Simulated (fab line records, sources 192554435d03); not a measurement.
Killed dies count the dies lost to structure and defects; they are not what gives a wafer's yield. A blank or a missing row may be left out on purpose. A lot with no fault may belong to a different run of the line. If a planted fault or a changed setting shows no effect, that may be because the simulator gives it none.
fab line records | flow n5-finfet
record lots=5 wafers=15 last-day=17
route steps=1938 shown SD_ACTIVATION@330 ILD0@335 SDB@347 PASSIVATION@1936
lots with no fault: from the same line, run without faults
start-h: hours from the record's first day to the start of the lot's first wafer shown | wait-h: hours since the lot's step before | " same as the row above | L1.1+2: a single row standing in for several wafers | - no value, or no start given | * or withheld: withheld | < > ~ a bound
route shown NAME@n: NAME is a module with steps in the file, n the number in the route of the first one | usual: the fault-free wafers' mean and standard deviation | same: alike in all rows | chamber/n: place in a boat | sites: readings site by site | _std_site: standard deviation across them | _edge_site: outer sites' mean less inner sites' | radius-mm: for every site, how far away it sits from the centre of the wafer | mask NAME#n: copy n | behind: the tool/chamber that last shaped the wafer | hold: cause of the lot's hold/its duration in hours/its outcome | device: which transistor (n, p or np) failed to switch | end of line: tests run on the same wafers once the route is complete | step lacking rows: just its recipe | killed: dies lost to structure and defects at the first sort, not the wafer's yield | map: shows each die of a wafer: x if killed, . if not, _ if none is there
set.NAME: the setting that was run; set.NAME@STEP: the one run at that earlier step | model.NAME: the simulator's own value behind a step, which no gauge read
lots at some steps of the route; a table a step, a row a wafer
services: the hour from which a tool's chamber was out of use, counted from the record's first day as start-h (under 0 if before that day), plus the number of hours and why
## steps
# step N5_SD_ACTIVATION_RTA_00
# recipe temp-c=975 time-s=0 ambient=N2 idle-temp-c=600 ramp-up-c-per-s=150 ramp-down-c-per-s=60 cool-to-c=600
# usual lamp-power-pct=8.96/0.055 lamp_zone_3_pct=8.950/0.029 lamp_zone_6_pct=8.877/0.028 lamp_zone_7_pct=9.357/0.027 wafer_temp_C_max=975.0/1.8
# columns lot.wafer tool chamber start-h wait-h lamp-power-pct lamp_zone_3_pct lamp_zone_6_pct lamp_zone_7_pct wafer_temp_C_max
L192.1 rtp-anneal-01 0 61.60 0.0 8.92 8.983 8.848 9.360 976.8
L192.5 " 0 " " 8.96 8.956 8.857 9.318 977.6
L192.6 " 0 " " 9.01 8.934 8.873 9.388 974.1
L198.2 rtp-anneal-01 0 99.29 0.1 9.01 8.890 8.894 9.308 975.0
L198.4 " 0 " " 8.93 8.996 8.882 9.371 973.4
L198.5 " 0 " " 8.91 8.940 8.899 9.315 978.8
L202.4 rtp-anneal-02 0 124.11 0.1 8.93 8.937 8.927 9.371 973.3
L202.5 " 0 " " 8.95 9.009 8.870 9.333 978.6
L202.6 " 0 " " 9.04 8.983 8.896 9.368 974.2
L205.2 rtp-anneal-02 0 140.63 0.1 8.90 8.976 8.841 9.370 976.1
L205.3 " 0 " " 9.01 8.954 8.870 9.255 973.5
L205.6 " 0 " " 8.98 8.915 8.862 9.387 973.5
L213.1 rtp-anneal-02 0 189.19 0.0 9.01 9.017 8.872 9.397 979.6
L213.3 " 0 " " 8.90 8.937 8.883 9.414 977.2
L213.4 " 0 " " 8.88 8.880 8.809 9.348 974.4
# step N5_SD_ACTIVATION_LSA_01
# recipe temp-c=1080 time-s=0.0008 ambient=N2
# step N5_SD_ACTIVATION_INSPECT_02
# recipe inspect-instrument=darkfield mode=post-anneal
# usual raw-defect-count=169/37
# columns lot.wafer tool chamber start-h wait-h raw-defect-count
L192.1 defect-inspect-01 - 62.32 0.2 160
L192.5 " - " " 171
L192.6 " - " " 202
L198.2 defect-inspect-02 - 99.99 0.1 131
L198.4 " - " " 160
L198.5 " - " " 176
L202.4 defect-inspect-01 - 124.75 0.1 174
L202.5 " - " " 132
L202.6 " - " " 159
L205.2 defect-inspect-02 - 141.34 0.1 182
L205.3 " - " " 180
L205.6 " - " " 158
L213.1 defect-inspect-02 - 189.91 0.2 220
L213.3 " - " " 230
L213.4 " - " " 207
# step N5_ILD0_LINER_00
# recipe material=SiNx target-thk-a=40 temp-c=400 ald-precursor-family=SiH2I2 ald-co-reactant=N2/H2-plasma pulse-time-s=1 purge-time-s=2 co-reactant-purge-time-s=2 ald-cycles=80 pressure-torr=2
# usual chamber-pressure-Torr=2.000/0.0048 heater-power-w=842/120 precursor-pulse-height-rel=1.001/0.02
# columns lot.wafer tool chamber start-h wait-h chamber-pressure-Torr heater-power-w precursor-pulse-height-rel
L192.1 ald-sin-01 1 62.47 0.1 1.993 890 0.978
L192.5 " 0 " " 2.007 860 0.965
L192.6 " 1 " " 1.997 872 0.984
L198.2 ald-sin-03 0 100.70 0.7 2.005 1020 1.007
L198.4 " 3 " " 1.998 853 1.009
L198.5 " 3 " " 1.998 850 0.998
L202.4 ald-sin-01 1 124.78 0.0 2.000 886 1.013
L202.5 " 0 " " 1.995 786 1.001
L202.6 " 1 " " 2.000 883 1.005
L205.2 ald-sin-02 1 141.38 0.0 2.006 849 1.007
L205.3 " 3 " " 1.986 860 0.971
L205.6 " 3 " " 1.996 877 1.008
L213.1 ald-sin-03 2 190.07 0.2 2.004 669 1.009
L213.3 " 0 " " 2.002 1020 1.030
L213.4 " 0 " " 1.999 1061 1.004
# step N5_ILD0_FCVD_FILL_01
# recipe material=SiO2_flowable target-thk-a=2000 temp-c=100 pressure-torr=0.8 rf-w=2000 time-s=328.3
# step N5_ILD0_CURE_02
# recipe temp-c=450 time-s=1800 ambient=steam idle-temp-c=400 ramp-up-c-per-min=5 ramp-down-c-per-min=3 densification-p-h2o-torr=640
# step N5_ILD0_CMP_03
# recipe stop-on=SiNx t-overpolish-s=1.9 post-cmp-clean=alkaline-brush down-force-psi=4.1491 platen-rpm=51.796 pad-velocity-m-s=1.0306 target-thk-nm=197.38
# step N5_ILD0_THK_MEAS_04
# usual thk-nm=197.2/1.3
# columns lot.wafer tool chamber start-h wait-h thk-nm
L192.1 film-metro-01 - 65.14 - 198.3
L192.5 " - " " 196.5
L192.6 " - " " 196.9
L198.2 film-metro-01 - 103.36 - 198.2
L198.4 " - " " 198.2
L198.5 " - " " 196.8
L202.4 film-metro-02 - 127.44 - 197.6
L202.5 " - " " 197.6
L202.6 " - " " 197.4
L205.2 film-metro-02 - 144.04 - 195.1
L205.3 " - " " 197.1
L205.6 " - " " 194.7
L213.1 film-metro-02 - 193.10 - 195.5
L213.3 " - " " 197.6
L213.4 " - " " 196.9
# step N5_ILD0_CMP_07
# recipe stop-on=poly-Si material=SiO2_flowable t-overpolish-s=1.18 post-cmp-clean=alkaline-brush down-force-psi=4.1491 platen-rpm=51.796 pad-velocity-m-s=1.0306 target-thk-nm=138.88
# step N5_ILD0_THK_MEAS_08
# usual thk-nm=138.6/1.1
# columns lot.wafer tool chamber start-h wait-h thk-nm
L192.1 film-metro-02 - 65.47 - 138.1
L192.5 " - " " 138.3
L192.6 " - " " 137.6
L198.2 film-metro-02 - 103.68 - 137.2
L198.4 " - " " 136.7
L198.5 " - " " 137.7
L202.4 film-metro-02 - 127.77 - 138.7
L202.5 " - " " 139.4
L202.6 " - " " 138.7
L205.2 film-metro-02 - 144.36 - 140.1
L205.3 " - " " 139.4
L205.6 " - " " 139.6
L213.1 film-metro-01 - 193.56 - 138.5
L213.3 " - " " 139.6
L213.4 " - " " 137.5
# step N5_ILD0_PRECLEAN_10
# recipe chemistry=NF3:NH3 afs-cycles=5 time-s=20 temp-c=30 sublimation-temp-c=180 sublimation-time-s=60 pressure-torr=3 rf-power-w=30
# usual rf-power-w=29.99/0.089
# same sublimation-time-s=60
# columns lot.wafer tool chamber start-h wait-h rf-power-w
L192.1 remote-plasma-02 1 65.50 0.0 29.99
L192.5 " 1 " " 29.97
L192.6 " 1 " " 29.92
L198.2 remote-plasma-01 0 103.83 0.1 30.02
L198.4 " 0 " " 29.86
L198.5 " 0 " " 29.89
L202.4 remote-plasma-02 1 128.13 0.4 30.12
L202.5 " 1 " " 30.01
L202.6 " 1 " " 30.09
L205.2 remote-plasma-01 1 144.51 0.1 30.00
L205.3 " 1 " " 29.87
L205.6 " 1 " " 30.03
L213.1 remote-plasma-02 0 193.60 0.0 30.08
L213.3 " 0 " " 30.14
L213.4 " 0 " " 30.08
# step N5_ILD0_ALD_15
# recipe material=SiNx target-thk-a=240 temp-c=400 ald-precursor-family=SiH2I2 ald-co-reactant=N2/H2-plasma pulse-time-s=1 ald-cycles=480 purge-time-s=2 co-reactant-purge-time-s=2 pressure-torr=2
# step N5_ILD0_CMP_12
# recipe stop-on=poly-Si material=SiNx t-overpolish-s=6 post-cmp-clean=alkaline-brush down-force-psi=2.5 platen-rpm=51.8 pad-velocity-m-s=1.0307 target-thk-nm=17.67
# step N5_ILD0_THK_MEAS_13
# usual thk-nm=17.7/1.2
# columns lot.wafer tool chamber start-h wait-h thk-nm
L192.1 film-metro-01 - 69.13 - 17.6
L192.5 " - " " 18.6
L192.6 " - " " 18.3
L198.2 film-metro-01 - 106.89 - 18.3
L198.4 " - " " 19.2
L198.5 " - " " 17.8
L202.4 film-metro-01 - 131.01 - 18.9
L202.5 " - " " 16.9
L202.6 " - " " 19.4
L205.2 film-metro-02 - 147.57 - 17.7
L205.3 " - " " 17.4
L205.6 " - " " 16.4
L213.1 film-metro-02 - 196.77 - 16.5
L213.3 " - " " 17.6
L213.4 " - " " 17.8
# step N5_SDB_HM_DEP_00
# recipe material=SiNx target-thk-a=400 temp-c=400 precursor=SiH4/NH3/N2 pressure-torr=1.5 rf-w=300 time-s=35.3
# step N5_SDB_COAT_03
# recipe resist=SOC temp-c=250 time-s=60 spin-rpm=1500 resist-thk-nm=100
# step N5_SDB_COAT_04
# recipe resist=SiARC temp-c=220 time-s=60 spin-rpm=1500 resist-thk-nm=18
# step N5_SDB_COAT_05
# recipe resist=CAR-ArF spin-rpm=1500 resist-thk-nm=90
# step N5_SDB_EBR_07
# recipe solvent=PGMEA ebr-width-mm=1.5
# step N5_SDB_SOFTBAKE_06
# recipe temp-c=110 time-s=60 resist=CAR-ArF
# step N5_SDB_EXPOSE_08
# recipe mask-id=SDB na=1.35 source-shape=conventional sigma-outer=0.5 polarization=unpolarized dose-mj=49.6
# step N5_SDB_PEB_09
# recipe peb-temp-c=withheld peb-time-s=60 resist=CAR-ArF
# step N5_SDB_DEVELOP_10
# recipe develop-time-s=30 developer=TMAH resist=CAR-ArF rinse-liquid=diw dry=air-spin dev-temp-c=23
# step N5_SDB_CD_MEAS_11
# recipe target-cd-nm=50 landing-energy-ev=500 detector=se-inlens polarity=opening
# usual cd-nm=49.9/1.1
# columns lot.wafer tool chamber start-h wait-h cd-nm
L192.1 cd-sem-03 0 69.64 - 50.9
L192.5 " 0 " " 51.7
L192.6 " 0 " " 51.0
L198.2 cd-sem-03 0 107.28 - 49.3
L198.4 " 0 " " 50.5
L198.5 " 0 " " 50.3
L202.4 cd-sem-01 0 131.53 - 48.8
L202.5 " 0 " " 51.9
L202.6 " 0 " " 49.2
L205.2 cd-sem-01 0 148.09 - 48.9
L205.3 " 0 " " 49.8
L205.6 " 0 " " 51.4
L213.1 cd-sem-01 0 197.29 - 49.4
L213.3 " 0 " " 49.0
L213.4 " 0 " " 49.2
# step N5_SDB_OVL_MEAS_12
# recipe points-per-wafer=44
# usual SDB_OVL=0.7/0.68
# same points-per-wafer=44
# columns lot.wafer tool chamber start-h wait-h SDB_OVL[nm]
L192.1 overlay-02 0 69.67 0.0 0.8
L192.5 " 0 " " 0.6
L192.6 " 0 " " 0.7
L198.2 overlay-02 0 107.31 0.0 1.1
L198.4 " 0 " " 0.6
L198.5 " 0 " " 1.0
L202.4 overlay-01 0 131.56 0.0 0.6
L202.5 " 0 " " 0.2
L202.6 " 0 " " -0.6
L205.2 overlay-01 0 148.12 0.0 0.8
L205.3 " 0 " " 0.8
L205.6 " 0 " " 0.7
L213.1 overlay-01 0 197.32 0.0 1.6
L213.3 " 0 " " 0.7
L213.4 " 0 " " 0.4
# step N5_SDB_DESCUM_16
# recipe chemistry=O2 time-s=7.9 source-power-w=50 bias-power-w=20 pressure-mtorr=20 rf-frequency-hz=2.712e+07 temp-c=40 resist=CAR-ArF o2-flow-sccm=225
# usual drypump-motor-current-A=5.6/0.31 oes-product-au=0.75/0.051 rf-vpp-V=243.1/1.4 showerhead-plenum-p-Torr=2.09/0.076 throttle-valve-pct=20.49/0.23
# columns lot.wafer tool chamber start-h wait-h drypump-motor-current-A oes-product-au rf-hours-counter-h rf-vpp-V showerhead-plenum-p-Torr throttle-valve-pct
L192.1 rie-diel-06 2 69.73 0.0 6.3 0.73 215 243.7 1.98 20.61
L192.5 " 0 " " 5.8 0.76 - 245.0 2.18 20.48
L192.6 " 3 " " 5.2 0.78 - 241.3 2.01 20.16
L198.2 rie-diel-06 2 107.37 0.0 6.3 0.71 229 241.5 1.97 20.65
L198.4 " 3 " " 5.2 0.76 149 241.4 2.01 20.17
L198.5 " 0 " " 5.8 0.74 - 244.4 2.18 20.49
L202.4 rie-diel-03 3 131.61 0.0 5.9 0.89 35 244.8 2.25 20.45
L202.5 " 2 " " 6.1 0.72 - 242.3 2.07 20.21
L202.6 " 3 " " 5.9 0.88 - 246.1 2.25 20.42
L205.2 rie-diel-02 0 148.77 0.6 5.6 0.70 207 243.8 2.09 20.41
L205.3 " 3 " " 5.6 0.74 198 242.3 2.08 20.87
L205.6 " 0 " " 5.6 0.70 - 242.9 2.09 20.41
L213.1 rie-diel-02 3 197.82 0.5 5.6 0.72 214 243.0 2.07 20.91
L213.3 " 2 " " 5.4 0.71 232 243.8 2.05 20.27
L213.4 " 0 " " 5.6 0.68 223 243.7 2.08 20.44
# step N5_SDB_ETCH_17
# recipe chemistry=CF4 target=SiARC target-depth-a=234 mask-material=CAR-ArF time-s=39 ion-energy-ev=80 pressure-mtorr=40 source-w=545 bias-w=36 Ar_flow_sccm=100 cf4-flow-sccm=100 ends=cleared
# step N5_SDB_ETCH_18
# recipe chemistry=N2/H2 target=SOC target-depth-a=1000 overetch-a=200 mask-material=SiARC temp-c=40 time-s=150 ion-energy-ev=200 pressure-mtorr=30 source-w=840 bias-w=150 n2-flow-sccm=200 h2-flow-sccm=200
# step N5_SDB_STRIP_19
# recipe chemistry=N2/H2 temp-c=40 n2-flow-sccm=200 h2-flow-sccm=200 rf-frequency-hz=6e+07
# step N5_SDB_STRIP_21
# recipe chemistry=CF4 resist=SiARC power-w=300 bias-power-w=75 pressure-mtorr=50 cf4-flow-sccm=150 rf-frequency-hz=6e+07
# usual drypump-motor-current-A=5.6/0.31 oes-product-au=0.74/0.048 power-w=299.9/0.85 rf-vpp-V=271.2/1.4 showerhead-plenum-p-Torr=1.80/0.058 throttle-valve-pct=13.70/0.2
# columns lot.wafer tool chamber start-h wait-h drypump-motor-current-A oes-product-au power-w rf-hours-counter-h rf-vpp-V showerhead-plenum-p-Torr throttle-valve-pct
L192.1 rie-diel-06 2 69.94 0.0 6.2 0.72 299.7 215 269.1 1.72 13.88
L192.5 " 0 " " 5.8 0.76 299.1 - 273.0 1.86 13.60
L192.6 " 3 " " 5.2 0.75 300.2 - 269.4 1.73 13.37
L198.2 rie-diel-06 2 107.58 0.0 6.3 0.71 300.0 229 270.0 1.71 13.91
L198.4 " 3 " " 5.2 0.74 300.2 149 270.5 1.73 13.40
L198.5 " 0 " " 5.8 0.75 299.8 - 272.7 1.86 13.63
L202.4 rie-diel-03 3 131.82 0.0 5.9 0.88 299.4 35 272.4 1.91 13.42
L202.5 " 2 " " 6.1 0.72 300.7 - 270.3 1.79 13.59
L202.6 " 3 " " 5.9 0.88 300.0 - 273.2 1.91 13.44
L205.2 rie-diel-02 0 148.97 0.0 5.6 0.70 301.1 207 269.2 1.80 13.71
L205.3 " 3 " " 5.6 0.73 298.9 198 271.4 1.78 14.08
L205.6 " 0 " " 5.6 0.70 299.9 - 271.5 1.80 13.73
L213.1 rie-diel-02 3 198.03 0.0 5.6 0.71 300.7 214 270.9 1.78 14.11
L213.3 " 2 " " 5.4 0.70 299.3 232 271.2 1.78 13.69
L213.4 " 0 " " 5.6 0.69 302.0 223 270.9 1.79 13.74
# step N5_SDB_HM_OPEN_20
# recipe chemistry=CH3F/O2 target=SiNx mask-material=SOC target-depth-a=240 stop-on=poly-Si over-etch-frac=0.4 ion-energy-ev=120 pressure-mtorr=30 source-w=395 bias-w=73 Ar_flow_sccm=150 CH3F_flow_sccm=30 O2_flow_sccm=20
# step N5_SDB_STRIP_22
# recipe chemistry=N2/H2 power-w=1000 temp-c=250 h2-frac=0.65 overash-fraction=0.3 pressure-mtorr=withheld n2-flow-sccm=1750 h2-flow-sccm=3250
# step N5_SDB_PRECLEAN_23
# recipe chemistry=dHF time-s=30 temp-c=25 dilution=withheld
# step N5_SDB_DUMMY_REMOVE_24
# recipe chemistry=TMAH temp-c=70 target=poly-Si stop-on=SiO2 target-depth-nm=142 conc-wt-pct=5 time-s=57 dry=ipa-marangoni rinse-time-s=30 rinse-temp-c=23
# step N5_SDB_ETCH_25
# recipe chemistry=C4F6/O2 target=SiO2 target-depth-a=100 time-s=3.3 ion-energy-ev=250 mask-material=SiNx pressure-mtorr=30 source-w=345 bias-w=185 Ar_flow_sccm=300 C4F6_flow_sccm=10 O2_flow_sccm=10
# step N5_SDB_CUT_ETCH_26
# recipe chemistry=HBr/Cl2/O2 target=Si target-depth-a=1296 bt-time-s=20 mask-material=SiNx time-s=51.8 ion-energy-ev=* bias-w=* pressure-mtorr=10 icp-w=800 HBr_flow_sccm=150 Cl2_flow_sccm=80 O2_flow_sccm=12
# usual drypump-motor-current-A=5.7/0.44 oes-product-au=0.988/0.014 throttle-valve-pct=37.1/0.31
# columns lot.wafer tool chamber start-h wait-h drypump-motor-current-A oes-product-au rf-hours-counter-h throttle-valve-pct
L192.1 rie-si-06 0 70.48 0.1 5.5 1.006 89 37.3
L192.5 " 1 " " 4.9 0.991 - 36.7
L192.6 " 3 " " 5.3 0.999 - 37.3
L198.2 rie-si-04 3 108.19 0.1 5.5 1.010 162 36.9
L198.4 " 0 " " 6.0 0.984 128 37.7
L198.5 " 3 " " 5.5 1.008 - 36.9
L202.4 rie-si-04 2 132.34 0.1 5.7 0.978 154 36.9
L202.5 " 1 " " 5.6 0.977 - 37.1
L202.6 " 0 " " 6.0 0.980 - 37.7
L205.2 rie-si-05 0 149.74 0.1 6.3 1.012 6 37.1
L205.3 " 3 " " 5.9 0.987 66 37.2
L205.6 " 1 " " 6.4 0.977 - 36.6
L213.1 rie-si-06 0 198.50 0.1 5.6 1.008 91 37.3
L213.3 " 3 " " 5.3 1.003 105 37.3
L213.4 " 1 " " 4.9 1.004 33 36.7
# step N5_SDB_PRECLEAN_38
# recipe chemistry=dHF time-s=10 dilution=750:1 temp-c=25
# step N5_SDB_PRECLEAN_39
# recipe chemistry=O3/DIW time-s=45 temp-c=22 o3-ppm=10
# step N5_PASSIVATION_PROBE_49
# usual killed_at_M0_to_M3=34/12 killed_at_M4_up=12/4.9 killed-at-contacts=13/7.2 killed-at-front-end=39/12 killed-at-other=3.7/2.9 killed-dies=101/18 killed-open=67/14 killed-short=33/7.2
# same gross-dies=1180 killed-at-back-side=0
# columns lot.wafer tool chamber start-h wait-h killed_at_M0_to_M3 killed_at_M4_up killed-at-contacts killed-at-front-end killed-at-other killed-dies killed-open killed-short
L192.1 prober-02 - 283.79 0.0 27 10 2 48 6 93 63 29
L192.5 prober-02 - 283.99 0.2 17 5 8 56 9 95 65 29
L192.6 prober-02 - 284.04 0.3 18 4 9 47 4 82 50 31
L198.2 prober-02 - 321.73 0.1 30 21 17 60 5 133 94 39
L198.4 prober-02 - 321.83 0.2 30 10 21 56 3 120 77 42
L198.5 prober-02 - 321.88 0.2 31 18 17 61 6 133 87 45
L202.4 prober-02 - 356.76 0.2 27 12 15 167 4 225 58 31
L202.5 prober-02 - 356.81 0.2 12 16 17 154 1 200 50 18
L202.6 prober-02 - 356.86 0.3 30 14 14 155 1 214 54 25
L205.2 prober-02 - 362.37 0.1 23 10 0 36 0 69 42 27
L205.3 prober-02 - 362.42 0.1 16 5 9 29 2 61 39 19
L205.6 prober-02 - 362.57 0.3 40 12 10 32 4 98 69 28
# killed by level:class
L192.1 FIN_SAQP:geometric-particle:short=12 BEOL_M3:geometric-particle:open=9 FIN_SAQP:geometric-particle:open=8 BEOL_M2:geometric-particle:open=8 STI_FIN_REVEAL:geometric-particle:open=7 BEOL_M8:geometric-particle:open=5 STI_FIN_REVEAL:geometric-particle:short=5 DUMMY_GATE:geometric-particle:open=5
L192.5 FIN_SAQP:geometric-particle:open=17 STI_FIN_REVEAL:geometric-particle:open=12 MOL_CONTACT_COAG:geometric-particle:open=6 BEOL_M0_SAQP:geometric-particle:short=6 FIN_SAQP:geometric-particle:short=5 BEOL_M0_SAQP:geometric-particle:open=5 PAD_METAL:geometric-particle:open=5 DUMMY_GATE:geometric-particle:open=4
L192.6 FIN_SAQP:geometric-particle:short=9 FIN_SAQP:geometric-particle:open=9 BEOL_M0_SAQP:geometric-particle:short=8 MOL_CONTACT_COAG:geometric-particle:open=7 STI_FIN_REVEAL:geometric-particle:open=6 GATE_CUT:geometric-particle:short=5 GATE_CUT:geometric-particle:open=5 DUMMY_GATE:geometric-particle:open=4
L198.2 FIN_SAQP:geometric-particle:open=24 MOL_CONTACT_COAG:geometric-particle:open=14 BEOL_M4:geometric-particle:open=9 GATE_CUT:geometric-particle:short=8 BEOL_M0_SAQP:geometric-particle:open=7 BEOL_M3:geometric-particle:open=7 BEOL_M0_SAQP:geometric-particle:short=6 BEOL_M2:geometric-particle:open=6
L198.4 FIN_SAQP:geometric-particle:open=19 MOL_CONTACT_COAG:geometric-particle:open=16 FIN_SAQP:geometric-particle:short=14 BEOL_M0_SAQP:geometric-particle:short=10 BEOL_M0_SAQP:geometric-particle:open=7 STI_FIN_REVEAL:geometric-particle:open=6 MOL_CONTACT_COAG:geometric-particle:short=5 BEOL_M3:geometric-particle:open=5
L198.5 STI_FIN_REVEAL:geometric-particle:open=14 MOL_CONTACT_COAG:geometric-particle:open=13 FIN_SAQP:geometric-particle:short=12 BEOL_M2:geometric-particle:open=11 FIN_SAQP:geometric-particle:open=8 DUMMY_GATE:geometric-particle:open=7 BEOL_M4:geometric-particle:short=6 BEOL_M0_SAQP:geometric-particle:short=5
L202.4 ILD0:unspecified=134 MOL_CONTACT_COAG:geometric-particle:open=15 FIN_SAQP:geometric-particle:open=8 BEOL_M0_SAQP:geometric-particle:open=6 BEOL_M1:geometric-particle:open=6 FIN_SAQP:geometric-particle:short=5 BEOL_M0_SAQP:geometric-particle:short=5 BEOL_M4:geometric-particle:open=4
L202.5 ILD0:unspecified=131 MOL_CONTACT_COAG:geometric-particle:open=12 STI_FIN_REVEAL:geometric-particle:open=10 MOL_CONTACT_COAG:geometric-particle:short=5 BEOL_M4:geometric-particle:open=5 BEOL_M5:geometric-particle:open=5 FIN_SAQP:geometric-particle:open=3 GATE_CUT:geometric-particle:short=3
L202.6 ILD0:unspecified=134 MOL_CONTACT_COAG:geometric-particle:open=12 BEOL_M1:geometric-particle:open=6 BEOL_M0_SAQP:geometric-particle:short=5 BEOL_M3:geometric-particle:open=5 DUMMY_GATE:geometric-particle:open=4 BEOL_M0:geometric-particle:open=4 BEOL_M7:geometric-particle:open=4
L205.2 FIN_SAQP:geometric-particle:open=7 BEOL_M0_SAQP:geometric-particle:short=7 FIN_SAQP:geometric-particle:short=6 BEOL_M3:geometric-particle:open=6 STARTING-WAFER:geometric-particle:short=5 GATE_CUT:geometric-particle:short=4 BEOL_M5:geometric-particle:open=4 STARTING-WAFER:geometric-particle:open=4
L205.3 FIN_SAQP:geometric-particle:open=7 MOL_CONTACT_COAG:geometric-particle:open=7 STI_FIN_REVEAL:geometric-particle:open=6 BEOL_M0_SAQP:geometric-particle:short=4 GATE_CUT:geometric-particle:short=3 BEOL_M1:geometric-particle:open=3 BEOL_M3:geometric-particle:open=3 BEOL_M7:geometric-particle:open=3
L205.6 BEOL_M0_SAQP:geometric-particle:open=17 BEOL_M0_SAQP:geometric-particle:short=8 BEOL_M1:geometric-particle:open=7 MOL_CONTACT_COAG:geometric-particle:open=6 STI_FIN_REVEAL:geometric-particle:open=6 FIN_SAQP:geometric-particle:open=4 GATE_CUT:geometric-particle:open=4 GATE_CUT:geometric-particle:short=4
# map L202.4 (x killed, . not)
_________________..x.........________________
______________..........x....x.._____________
___________.x........xxx....x......__________
__________x........xxxxxx.....x....._________
________...x...xxxxxxxxxxx............_______
_______x....x...x.xxxxxxxxxxx..x.x.....______
______.......xxxxxxxxxxxxxxxx..x........_____
_____...x.....xxxxxxxxxxxxxxx...x.x......____
____..x..x....xxxxxxxxxxxxxxx..........x..___
___...x.....x..xx.xxxxxxxxxxx..x....x......__
___............xxxxxxxxxxxxx.xx.......x....__
__............x.xxxxxxxxxxxx.x.x..x........._
__......x.........xxxxxxxxxx............x..._
_....x.......x.....x.x.x...........x.........
_....xx.........xxx.x..x.....................
_....................x.x..............x......
_............x....................x..........
_...........x.......x..x.......x...x.........
_......xx..........................x.........
_x....x.....x........x.......................
_......xx.................x..................
__...............x........x................._
__...x..........x.x.x......................._
___..x.x.......x....x......................__
___.......x................................__
____xx.........x.xx.....................x.___
_____..........x........x................____
______..................x..............._____
_______........x....................x..______
________.x.....................x.x...._______
__________........xx..x............._________
___________..xx......x.....x.......__________
______________.......x.........._____________
_________________...x........________________
# map L192.5 (x killed, . not)
_________________...........x________________
______________x..x..........xx.._____________
___________........................__________
__________...................x..x..._________
________..........................x.x._______
_______...x...............x............______
______x........x..x....x..x............._____
_____....x....xx........x.x......xx...x..____
____..x............x..x.............x.....___
___...x....................................__
___.............................x.x........__
__..............x.......x..........x........_
__.....x......x...............x........x..x._
_.........x......................x.x......x..
_................x............x..............
_...x.......x.........x.............x.....x..
_.x...x..............x...........x......x....
_..x..............x.......x........x.........
_................x.......x.................x.
_.....x......................x.............x.
_x............x....................x.........
__...............x.............x....x....x.._
__..............x........x.................._
___............x..........................x__
___.........................x..............__
____......................................___
_____...........x..........x.........x...____
______...............................x.._____
_______................................______
________.......x......................_______
__________....xx..x.x..xx..x........_________
___________...............x........__________
______________x..............x.._____________
_________________x...x.....x.________________
## services
# columns tool chamber start-h hours kind
ald-sin-03 0 37.63 4.8 repair
rie-si-06 3 50.66 8.2 repair
ald-sin-02 - 50.88 1.8 repair
rie-diel-02 - 58.78 1.6 repair
rie-si-04 - 59.68 0.6 repair
rie-diel-02 2 69.19 10.5 repair
ald-sin-02 0 76.05 8.1 repair
ald-sin-01 - 85.84 14.0 pm
ald-sin-02 - 95.70 6.0 pm
rie-si-06 3 110.16 8.1 repair
rie-si-06 - 110.21 2.8 pm
ald-sin-03 - 111.26 6.0 pm
rie-diel-06 3 119.33 22.6 repair
ald-sin-02 3 123.38 3.3 repair
ald-sin-02 - 140.54 0.7 repair
rie-diel-02 1 146.47 3.9 repair
rie-si-06 1 158.42 1.1 repair
rie-si-04 3 161.85 2.6 repair
rie-diel-06 2 165.55 - clean
rie-diel-06 2 165.55 - consumable-replace:focus-ring
rie-diel-06 2 165.55 - consumable-replace:showerhead
rie-diel-06 2 165.55 25.6 scheduled-down
rie-si-05 - 180.66 14.6 pm
rie-diel-02 3 185.18 6.4 repair
## key
first-sign step=N5_PASSIVATION_PROBE_49 reading=killed-at-front-end direction=up sigmas=9.8 usual=39 struck=159
effect step=N5_PASSIVATION_PROBE_49 reading=killed-dies direction=up sigmas=6.4 usual=101 struck=213
more-kills-born-at N5_ILD0_PRECLEAN_10@remote-plasma-02=399
met-at N5_ILD0_PRECLEAN_10
struck-wafers L202.4,L202.5,L202.6
tester-left-out L202
onset-between 65.50 128.13
also-fits N5_ILD0_LINER_00:ald-sin-01,N5_SDB_DESCUM_16:rie-diel-03,N5_SDB_STRIP_21:rie-diel-03,N5_SDB_CUT_ETCH_26:rie-si-04
fault kind=chamber-particle-source tool=remote-plasma-02 chamber=1 onset-h=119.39 steps=N5_ILD0_PRECLEAN_10 rate-per-visit-cm2=1.0917 end-h=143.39
# tester-left-out: of these lots the tester's yield and bins aren't shown, on N5 and GAA mostly nor the transistor test; their killed dies are dies lost to structure and defects alone, not to doping, threshold or leakage, so they don't give the yield
